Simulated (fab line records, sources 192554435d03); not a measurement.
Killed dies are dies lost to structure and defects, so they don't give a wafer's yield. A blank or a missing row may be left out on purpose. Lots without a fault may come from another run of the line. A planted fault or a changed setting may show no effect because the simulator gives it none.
A struck lot beside a sound one | flow n5_finfet | 20 steps out of a route of 1938
Sound: wafers L353.1, L353.2, L353.5. Struck: wafer L355.3. (L355.1, L355.6 of the same lot were not struck and are left out.) The cause comes at the end.
At each step with rows: each side's tool, then ch and its chambers, then its first start. Under that, the readings that differ: sound wafers | struck wafers | difference of the means | sigmas: that difference in standard deviations of wafers without a fault.
alike: readings whose means differ by less than 2 such deviations, and words and numbers that are the same on both sides. not compared: withheld readings, readings that some wafer has no value for, bounds like >300 that may hide the same value, and numbers for which the record gives no deviation and whose values overlap.
The two part at a step that has a row with sigmas, a row that says differs or no value, or rows on one side only. Numbers that don't overlap but have no deviation are shown without sigmas and don't part them. A reading that every wafer of one side lacks parts them only if that side has two wafers or more.

first, 9 steps without rows for these wafers: N5_BEOL_M0_SAQP_EBR_10; N5_BEOL_M0_SAQP_SOFTBAKE_09 (time 60 s); N5_BEOL_M0_SAQP_EXPOSE_11 (exposes mask M0 CORE, target cd 42 nm); N5_BEOL_M0_SAQP_PEB_12 (peb time 60 s); N5_BEOL_M0_SAQP_DEVELOP_13 (develop time 30 s); N5_BEOL_M0_SAQP_DESCUM_19 (chemistry O2, time 7.9 s); N5_BEOL_M0_SAQP_ETCH_83 (etches SiARC in CF4, target depth 39 nm, time 65 s); N5_BEOL_M0_SAQP_ETCH_84 (etches SOC in N2/H2, target depth 100 nm, overetch 20 nm, time 150 s); N5_BEOL_M0_SAQP_STRIP_80 (strips in N2/H2).
N5_BEOL_M0_SAQP_HM_OPEN_112: chemistry CHF3/O2, target SiO2, stops on a-Si, target depth 12 nm, time 13.5 s.
  sound on rie_diel-03 ch 2,3, day 5 22:53; struck on rie_diel-03 ch 0, day 6 12:03
  reading                                         | sound             | struck | difference | sigmas
  oes_product_au (a.u.)                           | 0.61 0.48 0.61    | 0.43   | -0.14      | -2
  over_etch_frac                                  | 1.25 1.25 1.25    | 2.2313 | +0.9813    |
  model.SiARC_of_BEOL_M0_SAQP_COAT_82.thk_nm (nm) | 5 4.6 4.8         | 0      | -5         |
  model.SOC_of_BEOL_M0_SAQP_COAT_81.thk_nm (nm)   | 100.2 100.2 100.4 | 97.2   | -3.1       |
  model.a-Si_of_BEOL_M0_SAQP_PECVD_04.thk_nm (nm) | 59.6 59.8 60.8    | 57.8   | -2.3       |
  alike: drypump_motor_current_A, rf_vpp_V, showerhead_plenum_p_Torr, throttle_valve_pct
  not compared: rf_hours_counter_h
then, 1 step without rows for these wafers: N5_BEOL_M0_SAQP_STRIP_113 (strips in CHF3/O2).
N5_BEOL_M0_SAQP_MANDREL_ETCH_20: etches a-Si in HBr/Cl2, stops on SiNx, target depth 60 nm, bt time 10 s, time 30 s.
  sound on rie_si-02 ch 0,2,3, day 5 22:58; struck on rie_si-02 ch 0, day 6 12:08
  reading                                       | sound             | struck | difference | sigmas
  model.SOC_of_BEOL_M0_SAQP_COAT_81.thk_nm (nm) | 76 76 76.6        | 72.8   | -3.4       |
  model.etch.depth_nm (nm)                      | 59.69 59.72 60.89 | 57.86  | -2.24      |
  alike: drypump_motor_current_A, oes_product_au, throttle_valve_pct
  not compared: rf_hours_counter_h
then, 5 steps without rows for these wafers: N5_BEOL_M0_SAQP_STRIP_86 (strips in N2/H2); N5_BEOL_M0_SAQP_STRIP_115 (strips in post etch residue remover, time 60 s); N5_BEOL_M0_SAQP_SRD_93 (time 30 s); N5_BEOL_M0_SAQP_RECESS_114 (chemistry HF/NH3, target SiO2, target depth 14.4 nm, afs cycles 3, sublimation time 60 s); N5_BEOL_M0_SAQP_SPACER1_ALD_98 (deposits SiO2, target thk 12.8 nm, pulse time 1 s, purge time 2 s).
N5_BEOL_M0_SAQP_SPACER1_ETCHBACK_99: etches SiO2 in CHF3/O2, target depth 15.4 nm, time 7.7 s.
  sound on rie_diel-01 ch 1,2, day 6 00:23; struck on rie_diel-03 ch 2, day 6 13:22
  reading                                         | sound        | struck | difference | sigmas
  model.a-Si_of_BEOL_M0_SAQP_PECVD_04.thk_nm (nm) | 59 59.2 60.2 | 57.2   | -2.3       |
  alike: drypump_motor_current_A, oes_product_au, rf_vpp_V, showerhead_plenum_p_Torr, throttle_valve_pct
  not compared: rf_hours_counter_h
then, 1 step without rows for these wafers: N5_BEOL_M0_SAQP_MANDREL1_REMOVE_100 (chemistry HBr/Cl2/O2, target a-Si, stops on SiNx, bt time 10 s).
-- the record jumps here: 2 days lie between the struck wafers' starts before and after (it left off in module BEOL_M0_SAQP and takes up again in module BEOL_M4, whose first step shown is number 1111 of the route) --
N5_BEOL_M4_RC_MEAS_101:
  sound on prober-01 ch 0, day 8 10:20; struck on prober-01 ch 0, day 8 23:29
  reading       | sound          | struck | difference | sigmas
  DIBL_P (mV/V) | 36.7 34.3 35.3 | 31.8   | -3.6       | -2
  ION_N (uA/um) | 684 678 677    | 654    | -26        | -2
  SS_P (mV/dec) | 73.6 74.0 73.5 | 72.5   | -1.2       | -2
  alike: DIBL_N, IOFF_N, IOFF_P, ION_P, SS_N, VT_N, VT_P

WHERE THEY PART
First at N5_BEOL_M0_SAQP_HM_OPEN_112; last, within this record, at N5_BEOL_M4_RC_MEAS_101.

WHY: what the simulator had put in
Process parameter drift: rie_diel-03, from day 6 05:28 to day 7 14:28, at N5_BEOL_M0_SAQP_HM_OPEN_112. Setting over_etch_frac, moved by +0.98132, from 1.25. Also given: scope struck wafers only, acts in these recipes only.
